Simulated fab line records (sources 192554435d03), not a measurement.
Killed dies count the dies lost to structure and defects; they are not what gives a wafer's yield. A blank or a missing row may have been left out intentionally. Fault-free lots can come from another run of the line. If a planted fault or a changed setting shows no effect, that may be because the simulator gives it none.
Chamber matching :: flow n5-finfet :: N5_FIN_CUT_ETCH_30 on rie-diel-04: 4 sister chambers
The step etches underlayer in N2/H2, target depth 13 nm, time 10.4 s. 4 wafers are shown with their chamber, then 7 later ones without.

== WAFERS, EACH WITH ITS CHAMBER ==
wafer: L074.5
chamber: 2
showerhead-plenum-p-Torr (Torr): 2.64

wafer: L086.1
chamber: 3
showerhead-plenum-p-Torr (Torr): 2.41

wafer: L090.1
chamber: 0
showerhead-plenum-p-Torr (Torr): 2.67

wafer: L090.4
chamber: 1
showerhead-plenum-p-Torr (Torr): 2.66

== WAFERS WITHOUT THEIR CHAMBER ==
wafer: L090.5
showerhead-plenum-p-Torr (Torr): 2.67

wafer: L091.2
showerhead-plenum-p-Torr (Torr): 2.40

wafer: L091.3
showerhead-plenum-p-Torr (Torr): 2.67

wafer: L091.5
showerhead-plenum-p-Torr (Torr): 2.67

wafer: L097.3
showerhead-plenum-p-Torr (Torr): 2.40

wafer: L097.4
showerhead-plenum-p-Torr (Torr): 2.65

wafer: L097.6
showerhead-plenum-p-Torr (Torr): 2.62

== EACH ONE'S CHAMBER ==
wafer: L090.5
from the rows above: can't be placed: 0 or 1
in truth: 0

wafer: L091.2
from the rows above: 3
in truth: 3

wafer: L091.3
from the rows above: can't be placed: 0 or 1
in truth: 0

wafer: L091.5
from the rows above: can't be placed: 0 or 1
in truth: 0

wafer: L097.3
from the rows above: 3
in truth: 3

wafer: L097.4
from the rows above: can't be placed: 2 or 1 or 0
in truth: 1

wafer: L097.6
from the rows above: can't be placed: 2 or 1
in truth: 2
Correct placement for 2 of the 7. These rows do not allow placing 5 (true chamber among the candidates in 5). Placed wrongly: 0.
How it was worked out, from the rows above alone: a wafer's distance from a chamber is the root of the sum, over the readings, of the square of ((its reading less the chamber's mean) divided by the reading's scatter). If the next closest chamber is less than 2 further off than the closest, the wafer can't be placed; otherwise it belongs to the closest. A chamber's mean is the mean of its shown wafers. The scatter: root of mean squared gap, hidden wafer to nearest shown wafer, with one shown wafer a chamber.
